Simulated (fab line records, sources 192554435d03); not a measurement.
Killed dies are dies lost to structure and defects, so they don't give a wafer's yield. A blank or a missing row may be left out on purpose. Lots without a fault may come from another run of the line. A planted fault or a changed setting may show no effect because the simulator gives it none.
One fault seen from 2 desks | flow n5_finfet | each desk has only its own numbers; what lay behind them comes last

THE METROLOGY DESK
What the gauges read, lot by lot, whatever tool the lot ran on: means of the sampled wafers that have a number. A lot is out of limits, marked OUT, if its mean lies more than 4 standard deviations from the usual mean; the brackets give that distance. Of its 12 readings 7 are shown: the one that was out of limits first, and those that lie furthest out on some lot.
Columns: A = cd_nm at N5_BEOL_M2_CD_MEAS_28, usual 26.24 nm; B = DIBL_P at N5_BEOL_M4_RC_MEAS_101, usual 36.8 mV/V; C = IOFF_P at N5_BEOL_M4_RC_MEAS_101, usual 0.206 nA/um; D = ION_P at N5_BEOL_M4_RC_MEAS_101, usual 462 uA/um; E = SS_N at N5_BEOL_M4_RC_MEAS_101, usual 71.6 mV/dec; F = VT_N at N5_BEOL_M4_RC_MEAS_101, usual 248.8 mV; G = VT_P at N5_BEOL_M4_RC_MEAS_101, usual -251 mV
lot  | first seen here | A                | B    | C     | D   | E    | F     | G
L863 | day 6 16:23     | 25.90            | 35.4 | 0.167 | 458 | 70.6 | 250.7 | -256
L864 | day 7 02:40     | 26.26            | 36.3 | 0.201 | 454 | 71.4 | 248.7 | -253
L865 | day 7 03:09     | 26.36            | 34.7 | 0.198 | 461 | 72.0 | 246.0 | -250
L870 | day 8 21:36     | 25.94            | 34.9 | 0.192 | 457 | 71.8 | 250.0 | -251
L869 | day 8 22:07     | 26.28            | 38.5 | 0.245 | 464 | 71.8 | 246.1 | -249
L872 | day 8 23:01     | 26.48            | 35.9 | 0.237 | 474 | 71.5 | 246.4 | -249
L878 | day 10 08:23    | 27.25 (+4.2) OUT | 37.2 | 0.181 | 454 | 71.2 | 252.0 | -255
L880 | day 11 03:23    | 26.11            | 36.2 | 0.171 | 450 | 71.4 | 249.8 | -257
L882 | day 11 22:11    | 26.16            | 35.4 | 0.229 | 468 | 71.6 | 248.2 | -248
This desk's finding: out of limits on L878; first on L878, day 10 08:23 (cd_nm at N5_BEOL_M2_CD_MEAS_28). In limits: L863, L864, L865, L870, L869, L872, L880, L882.

THE TOOL OWNER'S DESK: euv_scanner-01
The tool's own readings at N5_BEOL_M2_EXPOSE_25 (exposes mask V1, defocus 5 nm): means of the sampled wafers that have a number, for each lot that ran on this tool. A lot is out of limits, marked OUT, if its mean lies more than 4 standard deviations from the usual mean; the brackets give that distance.
Columns: A = exposure_dose_mJ_cm2 at N5_BEOL_M2_EXPOSE_25, usual 63.2; B = stage_msd_nm at N5_BEOL_M2_EXPOSE_25, usual 0.827 nm
lot  | first seen here | A               | B
L863 | day 6 16:14     | 62.8            | 0.824
L864 | day 7 02:31     | 62.7            | 0.825
L865 | day 7 03:01     | 62.8            | 0.827
L870 | day 8 21:27     | 62.7            | 0.823
L872 | day 8 22:52     | 62.8            | 0.823
L878 | day 10 08:16    | 66.0 (+5.0) OUT | 0.821
This desk's finding: out of limits on L878; first on L878, day 10 08:16 (exposure_dose_mJ_cm2 at N5_BEOL_M2_EXPOSE_25). In limits: L863, L864, L865, L870, L872.

PUT TOGETHER
The tool owner's desk could have raised an alarm at day 10 08:16, on L878.
The metrology desk could have raised an alarm at day 10 08:23, on L878.
Of the lots named, all ran N5_BEOL_M2_EXPOSE_25 on euv_scanner-01.

WHAT THE SIMULATOR HAD PUT IN
Process parameter drift: euv_scanner-01, from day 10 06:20 on, at N5_BEOL_M2_EXPOSE_25. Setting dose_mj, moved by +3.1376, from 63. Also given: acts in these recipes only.
Lots struck among those shown: L878.
Hours from the fault's start to each desk's first reading out of limits: the tool owner's desk, 2; the metrology desk, 2.
